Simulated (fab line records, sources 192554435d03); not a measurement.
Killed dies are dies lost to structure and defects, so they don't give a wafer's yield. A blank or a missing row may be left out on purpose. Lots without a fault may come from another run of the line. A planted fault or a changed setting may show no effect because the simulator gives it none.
fab line records | flow n5_finfet
record lots=7 wafers=21 last_day=20
route steps=1938 shown BEOL_M2@899 BEOL_M4@1111 PASSIVATION@1936
lots that met no fault: from a run of the same line without faults
start_h: hours from the record's first day to the start of the lot's first wafer shown | wait_h: hours since the lot's step before | " the same as in the row above | L1.1+2: a row that stands for several wafers | - no value, or no start given | * or withheld: withheld | < > ~ a bound
route shown NAME@n: a module of which the file shows steps, and the number in the route of the first | usual: mean/standard deviation of fault-free wafers | same: alike in all rows | chamber/n: place in a boat | sites: the reading at each site | _std_site: their standard deviation | _edge_site: outer sites' mean less inner sites' | radius_mm: how far each site lies from the wafer's centre | mask NAME#n: copy n | behind: the tool/chamber that last shaped the wafer | hold: why the lot was held/for how many hours/how that ended | device: the transistor (n, p or np) that didn't switch | end of line: the same wafers' tests at the end of the route | a step without rows: its recipe alone | killed: dies lost to structure and defects at the first sort, not the wafer's yield | map: a wafer's dies, x killed, . not, _ none there
set.NAME: the setting as run; set.NAME@STEP: as run at that earlier step | model.NAME: the simulator's own value behind a step, which no gauge read
lots at some steps of the route; a table a step, a row a wafer
services: from which hour (start_h, from the record's first day; less than 0 if before it) a tool's chamber was out of use, for how many hours, and why
## steps
# step N5_BEOL_M2_DEGAS_44
# recipe ambient=vacuum temp_c=250 time_s=60
# step N5_BEOL_M2_PRE_CLEAN_45
# recipe gas=H2/He time_s=30 temp_c=250
# usual heater_power_w=339/38
# same time_s=30
# columns lot.wafer tool chamber start_h wait_h heater_power_w
L893.1 pvd_sputter-02 - 150.08 0.0 394
L893.2 " - " " 267
L893.3 " - " " 323
L900.1 pvd_sputter-02 - 188.08 0.0 274
L900.2 " - " " 399
L900.6 " - " " 318
L899.2 pvd_sputter-02 - 194.90 0.0 396
L899.4 " - " " 332
L899.5 " - " " 271
L901.1 pvd_sputter-02 - 196.08 0.0 398
L901.4 " - " " 310
L901.6 " - " " 386
L913.2 pvd_sputter-03 - 262.06 0.0 315
L913.3 " - " " 316
L913.4 " - " " 381
L914.1 pvd_sputter-03 - 272.96 0.0 325
L914.4 " - " " 309
L914.6 " - " " 321
L916.4 pvd_sputter-01 - 286.55 0.0 345
L916.5 " - " " 351
L916.6 " - " " 379
# step N5_BEOL_M2_ALD_84
# recipe material=TaN target_thk_a=* temp_c=275 ald_precursor_family=PDMAT ald_co_reactant=NH3 pressure_torr=3 carrier_flow_sccm=1500 pulse_time_s=2 purge_time_s=3 co_reactant_purge_time_s=2 co_reactant_pulse_time_s=3 ald_cycles=30 precursor_vessel_temp_c=75 precursor_vessel_pressure_torr=26.25 precursor_vessel_carrier_sccm=1000
# usual heater_power_w=444/55 precursor_vessel_pressure_torr=26.24/0.054 precursor_vessel_temp_c=74.99/0.12
# columns lot.wafer tool chamber start_h wait_h heater_power_w precursor_vessel_pressure_torr precursor_vessel_temp_c
L893.1 ald_metal-01 0 150.24 0.1 412 26.18 74.92
L893.2 " 3 " " 407 26.13 75.21
L893.3 " 2 " " 451 26.26 75.16
L900.1 ald_metal-01 1 188.16 0.1 436 26.21 75.17
L900.2 " 2 " " 444 26.28 75.06
L900.6 " 2 " " 444 26.22 74.78
L899.2 ald_metal-02 3 194.98 0.1 425 26.22 74.95
L899.4 " 0 " " 445 26.20 74.94
L899.5 " 1 " " 581 26.27 75.07
L901.1 ald_metal-04 1 196.15 0.1 371 26.26 74.85
L901.4 " 3 " " 414 26.29 75.01
L901.6 " 2 " " 480 26.28 74.83
L913.2 ald_metal-04 3 262.14 0.1 386 26.29 74.94
L913.3 " 2 " " 467 26.20 74.98
L913.4 " 1 " " 388 26.26 74.99
L914.1 ald_metal-02 3 273.02 0.0 435 26.28 74.92
L914.4 " 1 " " 570 26.23 74.91
L914.6 " 1 " " 557 26.26 74.93
L916.4 ald_metal-01 1 286.63 0.1 454 26.25 74.91
L916.5 " 0 " " 409 26.18 74.97
L916.6 " 3 " " 422 26.28 74.98
# step N5_BEOL_M2_SURFACE_TREAT_85
# recipe gas=Ar time_s=* ion_energy_ev=* ion_current_ma_cm2=0.5 pressure_mtorr=* ar_flow_sccm=30
# step N5_BEOL_M2_CVD_47
# recipe material=Co target_thk_a=30 temp_c=withheld precursor=CCTBA/H2 pressure_torr=30 time_s=223.8
# step N5_BEOL_M2_SPUTTER_48
# recipe material=Cu target_thk_a=45 temp_c=-20 chamber_pressure_pa=0.07 power_w=withheld time_s=8.29
# step N5_BEOL_M2_ANNEAL_49
# recipe temp_c=400 time_s=240 ambient=vacuum
# step N5_BEOL_M2_SPUTTER_79
# recipe material=Cu target_thk_a=45 temp_c=-20 chamber_pressure_pa=0.07 power_w=withheld time_s=8.29
# step N5_BEOL_M2_ANNEAL_80
# recipe temp_c=400 time_s=240 ambient=vacuum
# usual heater_power_w=851/93 susceptor_temp_C=400.00/0.21
# same time_s=240
# columns lot.wafer tool chamber start_h wait_h heater_power_w susceptor_temp_C
L893.1 pvd_sputter-01 - 151.27 0.0 860 399.82
L893.2 " - " " 866 399.96
L893.3 " - " " 964 400.10
L900.1 pvd_sputter-01 - 189.03 0.0 861 399.43
L900.2 " - " " 954 399.86
L900.6 " - " " 871 400.03
L899.2 pvd_sputter-01 - 195.93 0.0 879 399.82
L899.4 " - " " 856 400.20
L899.5 " - " " 952 399.76
L901.1 pvd_sputter-01 - 197.77 0.0 973 399.71
L901.4 " - " " 939 400.02
L901.6 " - " " 926 400.12
L913.2 pvd_sputter-02 - 263.07 0.0 779 399.98
L913.3 " - " " 989 399.95
L913.4 " - " " 833 399.70
L914.1 pvd_sputter-02 - 273.89 0.0 992 400.15
L914.4 " - " " 826 399.73
L914.6 " - " " 682 399.95
L916.4 pvd_sputter-03 - 287.63 0.0 785 399.96
L916.5 " - " " 796 399.58
L916.6 " - " " 955 399.67
# step N5_BEOL_M2_SPUTTER_81
# recipe material=Cu target_thk_a=45 temp_c=-20 chamber_pressure_pa=0.07 power_w=withheld time_s=8.29
# step N5_BEOL_M2_ANNEAL_82
# recipe temp_c=400 time_s=240 ambient=vacuum
# step N5_BEOL_M2_SPUTTER_86
# recipe material=Cu target_thk_a=45 temp_c=-20 chamber_pressure_pa=0.07 power_w=withheld time_s=8.29
# usual throttle_valve_pct=30.1/1.1
# same time_s=8.29
# columns lot.wafer tool chamber start_h wait_h throttle_valve_pct
L893.1 pvd_sputter-01 - 151.63 0.1 31.4
L893.2 " - " " 31.3
L893.3 " - " " 31.4
L900.1 pvd_sputter-01 - 189.39 0.1 31.5
L900.2 " - " " 31.5
L900.6 " - " " 31.2
L899.2 pvd_sputter-01 - 196.29 0.1 31.1
L899.4 " - " " 31.2
L899.5 " - " " 29.5
L901.1 pvd_sputter-01 - 198.13 0.1 31.5
L901.4 " - " " 29.6
L901.6 " - " " 31.7
L913.2 pvd_sputter-02 - 263.43 0.1 29.4
L913.3 " - " " 28.1
L913.4 " - " " 29.8
L914.1 pvd_sputter-02 - 274.25 0.1 28.3
L914.4 " - " " 29.8
L914.6 " - " " 29.9
L916.4 pvd_sputter-03 - 287.99 0.1 31.2
L916.5 " - " " 29.3
L916.6 " - " " 30.4
# step N5_BEOL_M2_ANNEAL_87
# recipe temp_c=400 time_s=240 ambient=vacuum
# usual heater_power_w=849/93 susceptor_temp_C=400.00/0.25 time_s=240/0
# columns lot.wafer tool chamber start_h wait_h heater_power_w susceptor_temp_C time_s
L893.1 pvd_sputter-01 - 151.71 0.0 834 399.85 240
L893.2 " - " " 866 399.62 240
L893.3 " - " " 925 400.24 240
L900.1 pvd_sputter-01 - 189.47 0.0 - - -
L900.2 " - " " - - -
L900.6 " - " " - - -
L899.2 pvd_sputter-01 - 196.37 0.0 - - -
L899.4 " - " " - - -
L899.5 " - " " - - -
L901.1 pvd_sputter-01 - 198.21 0.0 - - -
L901.4 " - " " - - -
L901.6 " - " " - - -
L913.2 pvd_sputter-02 - 263.51 0.0 787 399.90 240
L913.3 " - " " 966 400.47 240
L913.4 " - " " 838 399.89 240
L914.1 pvd_sputter-02 - 274.33 0.0 975 399.96 240
L914.4 " - " " 817 399.76 240
L914.6 " - " " 676 400.44 240
L916.4 pvd_sputter-03 - 288.07 0.0 799 399.87 240
L916.5 " - " " 798 400.31 240
L916.6 " - " " 963 399.79 240
# step N5_BEOL_M2_SPUTTER_88
# recipe material=Cu target_thk_a=45 temp_c=-20 chamber_pressure_pa=0.07 power_w=withheld time_s=8.29
# usual throttle_valve_pct=30.1/1.1
# same time_s=8.29
# columns lot.wafer tool chamber start_h wait_h throttle_valve_pct
L893.1 pvd_sputter-01 - 151.85 0.1 31.4
L893.2 " - " " 30.8
L893.3 " - " " 31.8
L900.1 pvd_sputter-01 - 189.61 0.1 31.5
L900.2 " - " " 31.3
L900.6 " - " " 31.0
L899.2 pvd_sputter-01 - 196.51 0.1 31.1
L899.4 " - " " 31.2
L899.5 " - " " 29.5
L901.1 pvd_sputter-01 - 198.35 0.1 31.4
L901.4 " - " " 29.4
L901.6 " - " " 31.8
L913.2 pvd_sputter-02 - 263.65 0.1 29.2
L913.3 " - " " 28.4
L913.4 " - " " 29.3
L914.1 pvd_sputter-02 - 274.47 0.1 28.1
L914.4 " - " " 29.4
L914.6 " - " " 29.8
L916.4 pvd_sputter-03 - 288.21 0.1 31.5
L916.5 " - " " 29.5
L916.6 " - " " 30.3
# step N5_BEOL_M4_RC_MEAS_101
# usual DIBL_N=36.7/1.8 DIBL_P=37.0/2.4 IOFF_N=0.17/0.036 IOFF_P=0.22/0.042 ION_N=673/12 ION_P=462/8.5 SS_N=71.7/0.62 SS_P=73.4/0.65 VT_N=250/3.7 VT_P=-250/3.7
# columns lot.wafer tool chamber start_h wait_h DIBL_N[mV/V] DIBL_P[mV/V] IOFF_N[nA/um] IOFF_P[nA/um] ION_N[uA/um] ION_P[uA/um] SS_N[mV/dec] SS_P[mV/dec] VT_N[mV] VT_P[mV]
L893.1 prober-01 0 190.36 0.0 37.9 39.0 0.20 0.23 675 453 72.1 73.8 246 -251
L893.2 " 0 " " 37.4 39.0 0.18 0.23 671 455 71.9 73.9 246 -250
L893.3 " 0 " " 37.7 38.8 0.18 0.22 686 464 72.0 73.7 247 -251
L900.1 prober-02 0 224.14 0.0 36.6 36.5 0.16 0.21 669 465 71.9 72.7 252 -247
L900.2 " 0 " " 34.9 35.1 0.13 0.19 663 464 71.6 73.0 250 -250
L900.6 " 0 " " 35.9 35.8 0.15 0.20 663 463 71.4 73.0 251 -251
L899.2 prober-01 0 233.38 0.2 35.0 34.8 0.13 0.18 665 455 71.8 72.8 254 -251
L899.4 " 0 " " 38.1 37.4 0.18 0.21 667 456 72.5 73.4 249 -250
L899.5 " 0 " " 36.5 36.2 0.16 0.20 670 456 70.9 73.3 251 -251
L901.1 prober-02 0 233.61 0.0 38.2 37.9 0.17 0.21 674 458 71.5 73.7 251 -252
L901.4 " 0 " " 35.8 35.4 0.13 0.18 653 455 70.8 72.8 251 -252
L901.6 " 0 " " 37.5 36.4 0.16 0.19 669 455 71.7 72.4 249 -254
L913.2 prober-01 0 300.70 0.2 37.6 36.2 0.17 0.22 675 459 71.5 73.6 249 -252
L913.3 " 0 " " 34.7 33.3 0.13 0.17 675 459 71.0 72.9 255 -252
L913.4 " 0 " " 32.5 30.5 0.11 0.15 664 456 70.4 72.1 254 -257
L914.1 prober-02 0 302.34 0.0 36.5 35.1 0.15 0.22 676 466 71.7 73.6 252 -247
L914.4 " 0 " " 35.2 32.7 0.12 0.19 675 467 71.4 72.6 252 -249
L914.6 " 0 " " 39.4 37.9 0.21 0.29 675 466 72.2 73.9 247 -241
L916.4 prober-01 0 356.19 0.5 36.3 36.1 0.16 0.21 686 465 71.9 73.1 248 -249
L916.5 " 0 " " 36.5 35.6 0.15 0.20 675 464 71.0 73.1 249 -253
L916.6 " 0 " " 34.9 32.6 0.12 0.15 663 445 71.7 72.3 255 -255
# step N5_PASSIVATION_PROBE_49
# usual defect_limited_yield=91.1/1.4 killed_at_M0_to_M3=32/9.3 killed_at_M4_up=13/5.8 killed_at_contacts=12/6.3 killed_at_front_end=44/12 killed_at_other=3.6/2.7 killed_dies=104/17 killed_open=69/13 killed_short=34/6.9 sort_bin_5_function=5.2/0.98 sort_bin_6_memory=3.3/0.59 sort_n_pass=1075/17 sort_yield_pct=91.1/1.4
# same gross_dies=1180 killed_at_back_side=0 sort_bin_4_leakage[%]=0 sort_bin_8_speed[%]=0
# columns lot.wafer tool chamber start_h wait_h defect_limited_yield[%] killed_at_M0_to_M3 killed_at_M4_up killed_at_contacts killed_at_front_end killed_at_other killed_dies killed_open killed_short sort_bin_5_function[%] sort_bin_6_memory[%] sort_n_pass sort_yield_pct[%]
L893.1 prober-01 - 287.94 0.0 89.7 36 16 8 55 6 121 86 34 5.6 4.4 1059 89.7
L893.2 prober-01 - 287.99 0.1 88.8 45 15 13 54 5 132 80 50 6.8 3.7 1048 88.8
L893.3 prober-01 - 288.04 0.1 90.3 39 9 9 53 4 114 65 49 4.8 4.6 1066 90.3
L900.1 prober-01 - 332.66 0.0 92.3 31 3 7 44 6 91 59 31 4.9 2.5 1089 92.3
L900.2 prober-01 - 332.71 0.1 90.8 40 13 14 34 8 109 78 29 5.3 3.7 1071 90.8
L900.6 prober-01 - 332.91 0.3 93.4 29 9 6 24 10 78 53 23 3.7 2.7 1102 93.4
L899.2 prober-01 - 336.58 0.1 88.6 28 14 14 76 3 135 91 43 7.5 3.6 1045 88.6
L899.4 prober-01 - 336.68 0.2 90.0 31 12 10 62 3 118 75 40 5.8 3.6 1062 90.0
L899.5 prober-01 - 336.73 0.2 90.8 38 11 13 44 2 108 71 33 5.2 3.5 1072 90.8
L901.1 prober-01 - 341.09 0.0 91.3 30 13 4 51 5 103 73 28 5.3 3.1 1077 91.3
L901.4 prober-01 - 341.24 0.2 92.1 18 2 7 62 4 93 56 36 4.7 2.9 1087 92.1
L901.6 prober-01 - 341.34 0.3 92.5 20 12 10 40 6 88 65 22 4.4 2.9 1092 92.5
L914.1 prober-02 - 408.54 0.0 92.1 31 5 10 45 2 93 62 29 4.9 2.6 1087 92.1
L914.4 prober-02 - 408.69 0.2 91.4 46 12 8 33 3 102 74 26 5.2 3.3 1078 91.4
L914.6 prober-02 - 408.79 0.3 90.8 41 8 8 47 4 108 61 37 5.4 3.1 1072 90.8
L916.4 prober-01 - 470.45 0.2 92.8 24 9 14 33 5 85 57 27 4.6 2.6 1095 92.8
L916.5 prober-01 - 470.50 0.2 93.6 27 8 5 34 1 75 47 26 3.3 3.1 1105 93.6
L916.6 prober-01 - 470.55 0.3 90.6 51 13 17 27 3 111 76 32 5.7 3.6 1069 90.6
# killed by level:class
L893.1 FIN_SAQP:geometric_particle:open=20 STI_FIN_REVEAL:geometric_particle:open=12 BEOL_M1:geometric_particle:open=10 BEOL_M0:geometric_particle:open=10 FIN_SAQP:geometric_particle:short=8 BEOL_M4:geometric_particle:open=7 MOL_CONTACT_COAG:geometric_particle:open=6 GATE_CUT:geometric_particle:short=5
L893.2 FIN_SAQP:geometric_particle:short=19 FIN_SAQP:geometric_particle:open=11 MOL_CONTACT_COAG:geometric_particle:open=11 BEOL_M0_SAQP:geometric_particle:open=9 BEOL_M0_SAQP:geometric_particle:short=8 BEOL_M1:geometric_particle:open=8 BEOL_M2:geometric_particle:open=8 STI_FIN_REVEAL:geometric_particle:open=6
L893.3 FIN_SAQP:geometric_particle:short=20 FIN_SAQP:geometric_particle:open=15 BEOL_M1:geometric_particle:open=10 BEOL_M0_SAQP:geometric_particle:short=7 MOL_CONTACT_COAG:geometric_particle:open=7 BEOL_M2:geometric_particle:short=7 STI_FIN_REVEAL:geometric_particle:open=6 BEOL_M0_SAQP:geometric_particle:open=6
L900.1 BEOL_M3:geometric_particle:open=8 STI_FIN_REVEAL:geometric_particle:open=7 GATE_CUT:geometric_particle:short=7 BEOL_M0_SAQP:geometric_particle:open=7 FIN_SAQP:geometric_particle:open=6 BEOL_M2:geometric_particle:open=6 FIN_SAQP:geometric_particle:short=5 MOL_CONTACT_COAG:geometric_particle:open=5
L900.2 BEOL_M3:geometric_particle:open=13 MOL_CONTACT_COAG:geometric_particle:open=11 FIN_SAQP:geometric_particle:short=10 BEOL_M1:geometric_particle:open=9 FIN_SAQP:geometric_particle:open=7 BEOL_M7:geometric_particle:open=7 BEOL_M2:geometric_particle:open=5 STI_FIN_REVEAL:geometric_particle:open=4
L900.6 BEOL_M3:geometric_particle:open=8 MOL_CONTACT_COAG:geometric_particle:open=6 BEOL_M1:geometric_particle:open=6 GATE_CUT:geometric_particle:short=4 BEOL_M0_SAQP:geometric_particle:open=4 FIN_SAQP:geometric_particle:open=3 MIM_TOP_ETCH:geometric_particle:short=3 BEOL_M0_SAQP:geometric_particle:short=3
L899.2 STI_FIN_REVEAL:geometric_particle:open=26 MOL_CONTACT_COAG:geometric_particle:open=9 BEOL_M2:geometric_particle:open=9 FIN_SAQP:geometric_particle:open=8 STI_FIN_REVEAL:geometric_particle:short=8 FIN_SAQP:geometric_particle:short=7 DUMMY_GATE:geometric_particle:open=5 MOL_CONTACT_COAG:geometric_particle:short=5
L899.4 STI_FIN_REVEAL:geometric_particle:open=20 FIN_SAQP:geometric_particle:open=11 FIN_SAQP:geometric_particle:short=8 STI_FIN_REVEAL:geometric_particle:short=8 MOL_CONTACT_COAG:geometric_particle:open=8 BEOL_M0_SAQP:geometric_particle:short=8 BEOL_M4:geometric_particle:open=6 BEOL_M1:geometric_particle:open=5
L899.5 STI_FIN_REVEAL:geometric_particle:open=15 BEOL_M2:geometric_particle:open=13 MOL_CONTACT_COAG:geometric_particle:open=9 BEOL_M0_SAQP:geometric_particle:short=9 FIN_SAQP:geometric_particle:open=5 STI_FIN_REVEAL:geometric_particle:short=4 SPACER0:geometric_particle:short=4 MOL_CONTACT_COAG:geometric_particle:short=4
L901.1 STI_FIN_REVEAL:geometric_particle:open=16 BEOL_M2:geometric_particle:open=10 FIN_SAQP:geometric_particle:open=7 GATE_CUT:geometric_particle:short=7 STI_FIN_REVEAL:geometric_particle:short=5 BEOL_M0_SAQP:geometric_particle:short=5 ILD0:geometric_particle:open=4 BEOL_M0_SAQP:geometric_particle:open=4
L901.4 FIN_SAQP:geometric_particle:open=16 FIN_SAQP:geometric_particle:short=14 STI_FIN_REVEAL:geometric_particle:open=7 GATE_CUT:geometric_particle:open=7 DUMMY_GATE:geometric_particle:open=5 MOL_CONTACT_COAG:geometric_particle:open=5 BEOL_M2:geometric_particle:open=4 PASS1_CAP:geometric_particle:short=4
L901.6 MOL_CONTACT_COAG:geometric_particle:open=9 STI_FIN_REVEAL:geometric_particle:open=8 GATE_CUT:geometric_particle:short=8 DUMMY_GATE:geometric_particle:open=7 GATE_CUT:geometric_particle:open=5 BEOL_M0:geometric_particle:open=5 BEOL_M4:geometric_particle:open=4 BEOL_M0_SAQP:geometric_particle:short=3
L914.1 STI_FIN_REVEAL:geometric_particle:open=13 FIN_SAQP:geometric_particle:open=12 BEOL_M0_SAQP:geometric_particle:short=9 FIN_SAQP:geometric_particle:short=8 BEOL_M0_SAQP:geometric_particle:open=8 BEOL_M2:geometric_particle:open=8 MOL_CONTACT_COAG:geometric_particle:open=7 MOL_CONTACT_COAG:geometric_particle:short=3
L914.4 BEOL_M2:geometric_particle:open=14 BEOL_M0_SAQP:geometric_particle:open=12 FIN_SAQP:geometric_particle:short=9 BEOL_M4:geometric_particle:open=9 FIN_SAQP:geometric_particle:open=8 MOL_CONTACT_COAG:geometric_particle:open=8 BEOL_M0_SAQP:geometric_particle:short=8 STI_FIN_REVEAL:geometric_particle:open=4
L914.6 FIN_SAQP:geometric_particle:open=11 BEOL_M0_SAQP:geometric_particle:short=10 BEOL_M0_SAQP:geometric_particle:open=8 STI_FIN_REVEAL:geometric_particle:open=7 BEOL_M2:geometric_particle:open=7 BEOL_M1:geometric_particle:open=6 FIN_SAQP:geometric_particle:short=5 HKMG_FIN:area_etch=5
L916.4 MOL_CONTACT_COAG:geometric_particle:open=11 BEOL_M3:geometric_particle:open=10 FIN_SAQP:geometric_particle:short=8 FIN_SAQP:geometric_particle:open=5 STI_FIN_REVEAL:geometric_particle:open=3 DUMMY_GATE:geometric_particle:open=3 ILD0:geometric_particle:open=3 BEOL_M2:geometric_particle:open=3
L916.5 BEOL_M2:geometric_particle:open=12 FIN_SAQP:geometric_particle:short=9 STI_FIN_REVEAL:geometric_particle:open=6 FIN_SAQP:geometric_particle:open=4 ILD0:geometric_particle:open=3 MOL_CONTACT_COAG:geometric_particle:open=3 BEOL_M0_SAQP:geometric_particle:open=3 BEOL_M1:geometric_particle:open=3
L916.6 MOL_CONTACT_COAG:geometric_particle:open=15 BEOL_M2:geometric_particle:open=12 BEOL_M0_SAQP:geometric_particle:open=10 BEOL_M0_SAQP:geometric_particle:short=9 BEOL_M3:geometric_particle:open=9 GATE_CUT:geometric_particle:short=7 BEOL_M4:geometric_particle:open=5 FIN_SAQP:geometric_particle:open=3
## services
# columns tool chamber start_h hours kind
ald_metal-02 - 127.18 2.0 repair
ald_metal-02 - 129.21 8.7 pm
ald_metal-04 3 157.27 3.0 repair
ald_metal-02 2 163.46 - calibration
ald_metal-04 0 167.24 - calibration
ald_metal-04 3 167.58 2.0 repair
ald_metal-02 2 184.95 24.6 repair
ald_metal-04 - 202.09 0.4 repair
ald_metal-02 0 206.00 27.8 repair
ald_metal-02 2 257.74 11.7 repair
ald_metal-01 3 259.45 5.5 repair
ald_metal-04 - 274.15 14.6 pm
## key
first_sign step=N5_BEOL_M2_ANNEAL_87 reading=tool_record direction=missing
effect none on later readings
met_at N5_BEOL_M2_ANNEAL_87
struck_wafers L899.2,L899.4,L899.5,L900.1,L900.2,L900.6,L901.1,L901.4,L901.6
onset_between 151.71 189.47
fault kind=skipped_step_whole tool=pvd_sputter-01 chamber=- onset_h=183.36 steps=N5_BEOL_M2_ANNEAL_87 scope=struck_lots_only
